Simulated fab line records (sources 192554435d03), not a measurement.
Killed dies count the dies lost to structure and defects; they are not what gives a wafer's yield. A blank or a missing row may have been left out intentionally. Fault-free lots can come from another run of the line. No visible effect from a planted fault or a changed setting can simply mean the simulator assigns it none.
Chamber matching + flow n5 finfet + rie diel-06 running N5_BEOL_M9_ETCH_76: 4 sister chambers
The step etches underlayer in N2/H2, target depth 6.5 nm, time 5.2 s. 20 wafers are shown with their chamber, then 10 later ones without.

EACH WAFER AND ITS CHAMBER
| wafer  | chamber | drypump motor current A (A) | etch rf on time s (s) | throttle valve pct (%) |
|--------|---------|-----------------------------|-----------------------|------------------------|
| L074.1 | 3       | 5.6                         | 4.99                  | 18.03                  |
| L074.2 | 2       | 6.7                         | 5.13                  | 18.04                  |
| L074.6 | 1       | 5.8                         | 5.31                  | 17.72                  |
| L078.3 | 3       | 5.6                         | 4.94                  | 18.03                  |
| L078.4 | 0       | 6.4                         | 5.05                  | 17.70                  |
| L078.6 | 2       | 6.7                         | 5.10                  | 18.08                  |
| L082.1 | 3       | 5.6                         | 5.00                  | 18.04                  |
| L082.2 | 1       | 5.8                         | 5.36                  | 17.73                  |
| L082.4 | 0       | 6.5                         | 5.12                  | 17.70                  |
| L085.1 | 1       | 5.8                         | 5.34                  | 17.73                  |
| L085.2 | 3       | 5.5                         | 4.96                  | 18.04                  |
| L085.6 | 1       | 5.8                         | 5.30                  | 17.73                  |
| L087.2 | 0       | 6.4                         | 5.06                  | 17.71                  |
| L087.3 | 2       | 6.7                         | 4.96                  | 17.73                  |
| L087.4 | 3       | 5.6                         | 4.96                  | 18.06                  |
| L091.2 | 1       | 5.8                         | 5.44                  | 17.76                  |
| L091.4 | 3       | 5.6                         | 5.00                  | 18.07                  |
| L091.5 | 3       | 5.6                         | 5.06                  | 18.06                  |
| L092.1 | 2       | 6.7                         | 4.99                  | 17.75                  |
| L092.2 | 1       | 5.8                         | 5.50                  | 17.77                  |

SIGNATURES, as means of the wafers listed above
| reading                 | chamber 0 | chamber 1 | chamber 2 | chamber 3 | scatter within a chamber |
|-------------------------|-----------|-----------|-----------|-----------|--------------------------|
| drypump motor current A | 6.433     | 5.800     | 6.700     | 5.586     | 0.0309                   |
| etch rf on time s       | 5.0767    | 5.3750    | 5.0450    | 4.9871    | 0.0632                   |
| throttle valve pct      | 17.7033   | 17.7400   | 17.9000   | 18.0471   | 0.0818                   |
Rule: a wafer lies at a distance from a chamber equal to the root of the sum of squares, over the readings, of (its reading less the chamber's mean, divided by the reading's scatter). The wafer belongs to the nearest chamber; if the next one is less than 2 further off, it can't be placed. The scatter: take each reading less its chamber's mean, square it, sum over the shown wafers, divide by the number of wafers less the number of chambers, and take the root.

WAFERS WHOSE CHAMBER IS MISSING
| wafer  | drypump motor current A (A) | etch rf on time s (s) | throttle valve pct (%) |
|--------|-----------------------------|-----------------------|------------------------|
| L092.3 | 6.4                         | 5.13                  | 17.73                  |
| L094.2 | 6.4                         | 5.12                  | 17.74                  |
| L094.3 | 5.8                         | 5.46                  | 17.77                  |
| L094.4 | 6.4                         | 5.12                  | 17.74                  |
| L093.1 | 5.6                         | 5.04                  | 18.08                  |
| L093.2 | 5.8                         | 5.33                  | 17.80                  |
| L093.4 | 5.6                         | 5.00                  | 18.10                  |
| L095.3 | 5.8                         | 5.42                  | 17.80                  |
| L095.4 | 6.7                         | 5.00                  | 17.77                  |
| L095.5 | 6.7                         | 4.99                  | 17.69                  |

CHAMBER TAKEN BY EACH
| wafer  | from the rows above | in truth |
|--------|---------------------|----------|
| L092.3 | 0                   | 0        |
| L094.2 | 0                   | 0        |
| L094.3 | 1                   | 1        |
| L094.4 | 0                   | 0        |
| L093.1 | 3                   | 3        |
| L093.2 | 1                   | 1        |
| L093.4 | 3                   | 3        |
| L095.3 | 1                   | 1        |
| L095.4 | 2                   | 2        |
| L095.5 | 2                   | 2        |
Correct placement for 10 of the 10. Number that these rows cannot place: 0. Number placed wrongly: 0.
